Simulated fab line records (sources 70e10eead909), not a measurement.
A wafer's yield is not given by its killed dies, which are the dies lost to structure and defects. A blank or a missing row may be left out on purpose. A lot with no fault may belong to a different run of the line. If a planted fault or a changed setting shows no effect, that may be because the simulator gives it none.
Comparing a struck lot with a sound one    flow nand harc    15 out of 1302 route steps
Sound: these wafers, L432.3, L432.5, L432.6. Wafers L437.1, L437.5, L437.6 were the ones struck. The cause is named last.
Per side, at each step with rows, come the tool, then ch with its chambers, and then its first start. Under that, the readings that differ: sound wafers    struck wafers    difference of the means    sigmas: that difference in standard deviations of wafers without a fault.
alike: a reading whose means differ by less than 2 such deviations, as well as words and numbers matching on both sides. not compared: withheld readings; readings where some wafer has no value; bounds like >300 that might hide an equal value; numbers whose values overlap and for which the record gives no deviation.
The two part at a step that has a row with sigmas, a row that says differs or no value, or rows on one side only. Numbers that don't overlap but have no deviation are shown without sigmas and don't part them. A reading missing from all wafers of one side parts the sides only when that side holds two or more wafers.

first, 8 steps without rows for these wafers: NHARC_A_CONTACT_COAT_86 (time 75 s); NHARC_A_CONTACT_COAT_87 (time 65 s); NHARC_A_CONTACT_COAT_02 (resist thk 90 nm); NHARC_A_CONTACT_SOFTBAKE_03 (time 55 s); NHARC_A_CONTACT_EBR_04; NHARC_A_CONTACT_EXPOSE_05 (exposes mask A CC); NHARC_A_CONTACT_PEB_06 (peb time 65 s); NHARC_A_CONTACT_DEVELOP_07 (develop time 35 s).
NHARC_A_CONTACT_CD_MEAS_08: target cd 200 nm.
  sound on cd sem-02 ch 0, day 27 20:05; struck on cd sem-01 ch 0, day 30 11:27
  alike: cd nm
NHARC_A_CONTACT_OVL_MEAS_09:
  sound on overlay-02, day 27 20:10; struck on overlay-01, day 30 11:32
reading            sound           struck          difference  sigmas
overlay x nm (nm)  -2.1 -1.5 -1.3  0.5 0.6 0.0     +2.0        +2
overlay y nm (nm)  1.0 1.1 1.1     -0.4 -0.2 -0.7  -1.5        -2
NHARC_A_CONTACT_INSPECT_10:
  sound on defect inspect-02, day 27 20:13; struck on defect inspect-02, day 30 11:34
  alike: raw defect count
NHARC_A_CONTACT_DESCUM_13: chemistry O2, time 3 s.
  sound on rie diel-11 ch 0,2,3, day 27 20:17; struck on rie diel-01 ch 0,1,3, day 30 11:40
  alike: drypump motor current A, mfc ar sccm, oes product au, rf vpp V, showerhead plenum p Torr, throttle valve pct
  not compared: rf hours counter h
NHARC_A_CONTACT_ETCH_88: etches the open film in CF4, target depth 39 nm, time 65 s.
  sound on rie diel-11 ch 2,3, day 27 20:22; struck on rie diel-01 ch 1,2, day 30 11:44
  no value came back on the struck wafers for any of 8 readings (bias w (W), cf4 flow sccm (sccm) and others); on the sound wafers bias w (W) reads 99.61 99.56 100.17
  not compared: rf hours counter h
NHARC_A_CONTACT_ETCH_89: etches the open film in N2/H2, target depth 260 nm, time 475.3 s.
  sound on rie diel-11 ch 1,2; struck on rie diel-01 ch 1,2,3, day 30 11:58
  alike: bias w, chamber pressure mTorr, drypump motor current A, h2 flow sccm, mfc ar sccm, oes product au, rf vpp V, showerhead plenum p Torr, throttle valve pct
  not compared: rf hours counter h
-- record jumps: 2 days between struck wafers' starts before vs after; left off in module A_CONTACT, resumes in module END, first step shown is number 1302 of the route --
NHARC_END_SORT_01:
  sound on prober-02 ch 0, day 29 23:45; struck on prober-02 ch 0, day 32 21:01
reading          sound     struck       difference  sigmas
killed at array  66 50 61  668 668 671  +610        +27
killed dies      76 58 68  677 677 677  +610        +28
  alike: killed at other, killed at periphery, killed open, killed short

WHERE THEY PART
Last at NHARC_END_SORT_01 as far as this record goes, first at NHARC_A_CONTACT_OVL_MEAS_09.

WHY: the cause the simulator had injected
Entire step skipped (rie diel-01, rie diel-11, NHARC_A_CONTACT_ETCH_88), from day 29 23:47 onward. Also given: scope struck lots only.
